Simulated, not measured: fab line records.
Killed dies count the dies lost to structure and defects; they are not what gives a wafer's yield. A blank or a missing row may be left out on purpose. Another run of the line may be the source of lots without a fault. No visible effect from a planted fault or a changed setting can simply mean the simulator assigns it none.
A lot that was struck, set against a sound lot -- flow n5-finfet -- 41 steps out of a route of 1938
Sound: the wafers L787.1, L787.4, L787.5. Struck: wafers L797.1, L797.2, L797.4. At the end, the cause is stated.
Each step with rows lists, per side, the tool, then ch with its chambers, then its first start. Under that, the readings that differ: sound wafers -- struck wafers -- difference of the means -- sigmas: that difference in standard deviations of wafers without a fault.
alike: a reading whose means differ by less than 2 such deviations, as well as words and numbers matching on both sides. not compared: withheld readings; readings where some wafer has no value; bounds like >300 that might hide an equal value; numbers whose values overlap and for which the record gives no deviation.
A row with sigmas, a row that says differs or no value, or rows on one side alone: a step with any of these is where the two part. Numbers that don't overlap but have no deviation are shown without sigmas and don't part them. Lack of a reading on every wafer of one side parts them only where that side has two or more wafers.

first, 12 steps without rows for these wafers: N5_BEOL_M2_DESCUM_33 (chemistry O2, time 7 s); N5_BEOL_M2_ETCH_77 (etches underlayer in N2/H2, target depth 6.5 nm, time 5.2 s); N5_BEOL_M2_ETCH_69 (etches SiARC in CF4, target depth 15.6 nm, time 26 s); N5_BEOL_M2_ALD_98 (deposits SiO2, target thk 2.5 nm, pulse time 1 s, co reactant pulse time 1 s); N5_BEOL_M2_ETCHBACK_99 (etches SiO2 in CHF3, target depth 5 nm, time 10.4 s); N5_BEOL_M2_ETCH_70 (etches SOC in N2/H2, target depth 80 nm, overetch 24 nm, time 130 s); N5_BEOL_M2_STRIP_71 (strips in N2/H2); N5_BEOL_M2_STRIP_78 (strips in N2/H2); N5_BEOL_M2_VIA_ETCH_34 (etches the open film in C4F6/O2, target depth 69.4 nm, time 65.9 s); N5_BEOL_M2_STRIP_83 (strips in C4F6/O2); N5_BEOL_M2_STRIP_36 (strips in N2/H2); N5_BEOL_M2_TRENCH_ETCH_37 (etches SiOC in C4F6/O2, target depth 55.555 nm, time 29.2 s).
N5_BEOL_M2_ETCH_41: etches SiCN in CH3F/O2, target depth 29.9 nm, time 52.5 s.
  sound on rie-diel-05 ch 0,1, day 9 00:51; struck on rie-diel-01 ch 0,1,3, day 11 16:13
  alike: drypump-motor-current-A, mfc-ar-sccm, oes-product-au, rf-vpp-V, showerhead-plenum-p-Torr, throttle-valve-pct
  not compared: rf-hours-counter-h
then, 27 steps without rows for these wafers: N5_BEOL_M2_STRIP_97 (strips in N2/H2, time 10 s); N5_BEOL_M2_HM_STRIP_39 (strips TiN in peroxide tin strip, target depth 25 nm, time 158 s); N5_BEOL_M2_SRD_40 (time 30 s); N5_BEOL_M2_PRECLEAN_42 (cleans in residue remover, time 60 s); N5_BEOL_M2_SRD_43 (time 30 s); N5_BEOL_M2_DEGAS_44 (time 60 s); N5_BEOL_M2_PRE_CLEAN_45 (time 30 s); N5_BEOL_M2_ALD_84 (deposits TaN, pulse time 2 s, purge time 3 s, co reactant purge time 2 s); N5_BEOL_M2_SURFACE_TREAT_85; N5_BEOL_M2_CVD_47 (deposits Co from CCTBA/H2, target thk 3 nm, time 223.8 s); N5_BEOL_M2_SPUTTER_48 (material Cu, target thk 4.5 nm, time 8.29 s); N5_BEOL_M2_ANNEAL_49 (time 240 s); N5_BEOL_M2_SPUTTER_79 (material Cu, target thk 4.5 nm, time 8.29 s); N5_BEOL_M2_ANNEAL_80 (time 240 s); N5_BEOL_M2_SPUTTER_81 (material Cu, target thk 4.5 nm, time 8.29 s); N5_BEOL_M2_ANNEAL_82 (time 240 s); N5_BEOL_M2_SPUTTER_86 (material Cu, target thk 4.5 nm, time 8.29 s); N5_BEOL_M2_ANNEAL_87 (time 240 s); N5_BEOL_M2_SPUTTER_88 (material Cu, target thk 4.5 nm, time 8.29 s); N5_BEOL_M2_ANNEAL_89 (time 240 s); N5_BEOL_M2_SPUTTER_90 (material Cu, target thk 4.5 nm, time 8.29 s); N5_BEOL_M2_ANNEAL_91 (time 240 s); N5_BEOL_M2_SPUTTER_92 (material Cu, target thk 4.5 nm, time 8.29 s); N5_BEOL_M2_ANNEAL_93 (time 240 s); N5_BEOL_M2_SPUTTER_94 (material Cu, target thk 4.5 nm, time 8.29 s); N5_BEOL_M2_ANNEAL_95 (time 240 s); N5_BEOL_M2_SPUTTER_96 (material Cu, target thk 4.5 nm, time 8.29 s).
-- a jump in the record: the struck wafers' starts before and after are 6 days apart (it breaks off in module BEOL_M2 and resumes in module PASSIVATION, where the first step shown is number 1936 of the route) --
N5_PASSIVATION_PROBE_49:
  only the struck wafers here have rows in the record (prober-01, day 17 11:00); the sound ones have none

## WHERE THEY PART
Within this record, at N5_PASSIVATION_PROBE_49 only.

WHY: the cause the simulator had injected
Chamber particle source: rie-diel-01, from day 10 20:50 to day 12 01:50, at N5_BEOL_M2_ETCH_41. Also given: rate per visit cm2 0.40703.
